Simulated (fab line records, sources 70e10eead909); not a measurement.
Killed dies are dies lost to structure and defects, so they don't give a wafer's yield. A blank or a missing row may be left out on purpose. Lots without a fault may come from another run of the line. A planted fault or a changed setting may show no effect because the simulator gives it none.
Which tool did it? | flow nand_harc | 14 lots, 42 wafers sampled, at 4 steps of a route of 1302

WHAT THE GAUGES READ, wafer by wafer
The record holds no reading of a measuring or inspecting step that can be judged against a usual standard deviation.

WHICH TOOL RAN EACH LOT (tool, then ch and the chambers of the sampled wafers, then the start)
lot  | NHARC_A_CONTACT_ETCH_126             | NHARC_A_CONTACT_ETCH_133             | NHARC_A_CONTACT_ETCH_91            | NHARC_A_CONTACT_STRIP_82
L506 | har_cap_etch-02 ch 0, day 22 01:16   | har_cap_etch-02 ch 0, day 22 02:30   | rie_diel-08 ch 0,1,2, day 22 03:18 | rie_diel-08 ch 0,1,3, no start
L508 | har_cap_etch-02 ch 0,1, day 22 10:44 | har_cap_etch-02 ch 0,1, day 22 12:30 | rie_diel-01 ch 1,2, day 22 13:16   | rie_diel-08 ch 2,3, no start
L507 | har_cap_etch-03 ch 0,1, day 22 10:46 | har_cap_etch-03 ch 0,1, day 22 12:00 | rie_diel-04 ch 0,1,2, day 22 12:48 | rie_diel-04 ch 1,2,3, no start
L510 | har_cap_etch-03 ch 0,1, day 23 12:32 | har_cap_etch-03 ch 0,1, day 23 13:47 | rie_diel-08 ch 0,1,3, day 23 14:58 | rie_diel-08 ch 1,3, no start
L509 | har_cap_etch-02 ch 0,1, day 23 15:40 | har_cap_etch-02 ch 0,1, day 23 16:55 | rie_diel-04 ch 0,2, day 23 17:43   | rie_diel-04 ch 2,3, no start
L511 | har_cap_etch-03 ch 0,1, day 24 08:57 | har_cap_etch-03 ch 0,1, day 24 10:14 | rie_diel-08 ch 0,1,2, day 24 11:02 | rie_diel-08 ch 0,1,2, no start
L512 | har_cap_etch-01 ch 0,1, day 24 11:00 | har_cap_etch-01 ch 0,1, day 24 12:21 | rie_diel-08 ch 0,1,3, day 24 12:58 | rie_diel-04 ch 0,3, no start
L513 | har_cap_etch-02 ch 0, day 24 15:55   | har_cap_etch-02 ch 0, day 24 17:09   | rie_diel-04 ch 0,2,3, day 24 17:58 | rie_diel-08 ch 0,3, no start
L514 | har_cap_etch-02 ch 0,1, day 25 15:27 | har_cap_etch-02 ch 0,1, day 25 16:41 | rie_diel-01 ch 1,2,3, day 25 17:29 | rie_diel-08 ch 0,3, no start
L515 | har_cap_etch-03 ch 0,1, day 25 16:15 | har_cap_etch-03 ch 0,1, day 25 17:32 | rie_diel-04 ch 0,3, day 25 18:14   | rie_diel-01 ch 1,3, no start
L518 | har_cap_etch-02 ch 1, day 27 14:56   | har_cap_etch-02 ch 1, day 27 16:11   | rie_diel-08 ch 0,2,3, day 27 16:59 | rie_diel-08 ch 2,3, no start
L524 | har_cap_etch-02 ch 1, day 29 18:32   | har_cap_etch-02 ch 1, day 29 19:46   | rie_diel-08 ch 2,3, day 29 20:34   | rie_diel-08 ch 0,2, no start
L526 | har_cap_etch-01 ch 0,1, day 30 14:02 | har_cap_etch-01 ch 0,1, day 30 15:19 | rie_diel-08 ch 0,2, day 30 16:02   | rie_diel-01 ch 1,2,3, no start
L528 | har_cap_etch-03 ch 0,1, day 31 15:05 | har_cap_etch-03 ch 0,1, day 31 16:37 | rie_diel-04 ch 1,2, day 31 17:35   | rie_diel-08 ch 1,2, no start
- NHARC_A_CONTACT_ETCH_126: etches the open film in C4F8/O2/Ar, time 197 s, target depth 1918 nm.
- NHARC_A_CONTACT_ETCH_133: etches the open film in C4F8/O2/Ar, time 374 s, target depth 1610 nm.
- NHARC_A_CONTACT_ETCH_91: etches the open film in CH3F/O2, target depth 40 nm, time 85.7 s.
- NHARC_A_CONTACT_STRIP_82: strips in O2.

WHAT THE TOOLS THEMSELVES READ (means of the sampled wafers that have a number; where no wafer has one, the mark that the record gives instead)
NHARC_A_CONTACT_ETCH_91. Usual: ch3f_flow_sccm 50.02 sccm, standard deviation 0.13; drypump_motor_current_A 5.9 A, standard deviation 0.5; oes_product_au 0.94 a.u., standard deviation 0.032; rf_vpp_V 244.3 V, standard deviation 1.6; showerhead_plenum_p_Torr 2.45 Torr, standard deviation 0.099; throttle_valve_pct 20.664 %, standard deviation 0.0085.
lot  | tool        | ch3f_flow_sccm (sccm) | drypump_motor_current_A (A) | oes_product_au (a.u.) | rf_vpp_V (V) | showerhead_plenum_p_Torr (Torr) | throttle_valve_pct (%) | flag
L506 | rie_diel-08 | 50.11                 | 6.0                         | 0.92                  | 243.4        | 2.40                            | 20.666                 |
L508 | rie_diel-01 | 50.23                 | 5.8                         | 0.92                  | 244.2        | 2.46                            | 20.664                 |
L507 | rie_diel-04 | 50.03                 | 5.8                         | 0.93                  | 245.5        | 2.56                            | 20.660                 |
L510 | rie_diel-08 | 50.08                 | 6.3                         | 0.92                  | 244.2        | 2.41                            | 20.661                 |
L509 | rie_diel-04 | 50.07                 | 5.7                         | 1.00                  | 247.1        | 2.62                            | 20.661                 |
L511 | rie_diel-08 | 50.01                 | 6.0                         | 0.92                  | 244.1        | 2.39                            | 20.665                 |
L512 | rie_diel-08 | 49.95                 | 6.2                         | 0.92                  | 243.1        | 2.41                            | 20.662                 |
L513 | rie_diel-04 | 50.01                 | 5.8                         | 0.93                  | 247.2        | 2.63                            | 20.661                 |
L514 | rie_diel-01 | 50.04                 | 5.8                         | 0.92                  | 243.4        | 2.42                            | 20.663                 |
L515 | rie_diel-04 | 49.97                 | 6.3                         | 0.98                  | 246.8        | 2.64                            | 20.669                 |
L518 | rie_diel-08 | 50.05                 | 5.9                         | 0.92                  | 243.6        | 2.39                            | 20.666                 |
L524 | rie_diel-08 | 49.92                 | 6.2                         | 0.81                  | 243.9        | 2.40                            | 20.655                 | OFF
L526 | rie_diel-08 | 50.00                 | 5.7                         | 0.75                  | 243.5        | 2.37                            | 20.668                 | OFF
L528 | rie_diel-04 | 49.93                 | 5.3                         | 0.93                  | 246.3        | 2.52                            | 20.668                 |

NHARC_A_CONTACT_STRIP_82. Usual: drypump_motor_current_A 5.9 A, standard deviation 0.47; oes_product_au 0.997 a.u., standard deviation 0.011; rf_vpp_V 57.7 V, standard deviation 0.93; showerhead_plenum_p_Torr 3.49 Torr, standard deviation 0.12; throttle_valve_pct 17.037 %, standard deviation 0.0092.
lot  | tool        | drypump_motor_current_A (A) | oes_product_au (a.u.) | rf_vpp_V (V) | showerhead_plenum_p_Torr (Torr) | throttle_valve_pct (%) | flag
L506 | rie_diel-08 | 6.2                         | 1.000                 | 57.4         | 3.47                            | 17.043                 |
L508 | rie_diel-08 | 6.2                         | 0.996                 | 57.3         | 3.46                            | 17.035                 |
L507 | rie_diel-04 | 5.5                         | 1.009                 | 57.9         | 3.50                            | 17.033                 |
L510 | rie_diel-08 | 6.6                         | 0.999                 | 57.9         | 3.47                            | 17.040                 |
L509 | rie_diel-04 | 5.2                         | 1.008                 | 58.7         | 3.76                            | 17.038                 |
L511 | rie_diel-08 | 6.0                         | 0.989                 | 58.2         | 3.44                            | 17.042                 |
L512 | rie_diel-04 | 6.3                         | 1.002                 | 58.5         | 3.78                            | 17.040                 |
L513 | rie_diel-08 | 5.9                         | 0.993                 | 58.1         | 3.44                            | 17.030                 |
L514 | rie_diel-08 | 6.2                         | 0.993                 | 58.1         | 3.46                            | 17.041                 |
L515 | rie_diel-01 | 5.7                         | 0.994                 | 58.0         | 3.53                            | 17.034                 |
L518 | rie_diel-08 | 6.0                         | 0.991                 | 57.3         | 3.43                            | 17.029                 |
L524 | rie_diel-08 | 5.6                         | 1.000                 | 56.8         | 3.41                            | 17.036                 |
L526 | rie_diel-01 | 5.8                         | 0.996                 | 57.9         | 3.46                            | 17.047                 |
L528 | rie_diel-08 | 6.3                         | 0.996                 | 57.9         | 3.43                            | 17.037                 |

THE ANSWER, worked out from the rows above alone
Rule: a lot is off if the mean of its wafers that have a number lies more than 3 standard deviations from the usual mean. A lot without any number at a reading at which 4 lots or more have one is off too. The other lots that the step has rows for count as sound. The gauges are gone through in route order, then the tools' own readings, and for those a lot's mean is taken as printed above. The first step at which some lot is off is used, and at that step the reading that is off furthest; a lot without a number counts as furthest.
Off: L524, L526, at NHARC_A_CONTACT_ETCH_91 (oes_product_au).
A tool fits if, at that step or a process step before it, it ran every lot that is off, and no sound lot after the first of them. One fits: rie_diel-08 at NHARC_A_CONTACT_ETCH_91. Its last sound lot is L518 (day 27 16:59), its first lot that is off L524 (day 29 20:34): a fault that began between those two fits.
The tool's own readings at NHARC_A_CONTACT_ETCH_91 bear it out: on the lots that are off they differ by more than 5 times the standard deviation of the sound lots' means. oes_product_au reads 0.78 a.u. there against 0.93 a.u. on the sound lots.

WHAT THE SIMULATOR HAD PUT IN
Process parameter drift: rie_diel-08, from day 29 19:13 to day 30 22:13, at NHARC_A_CONTACT_ETCH_91. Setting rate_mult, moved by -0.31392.
Lots struck among those shown: L524, L526. The rule above found the same.
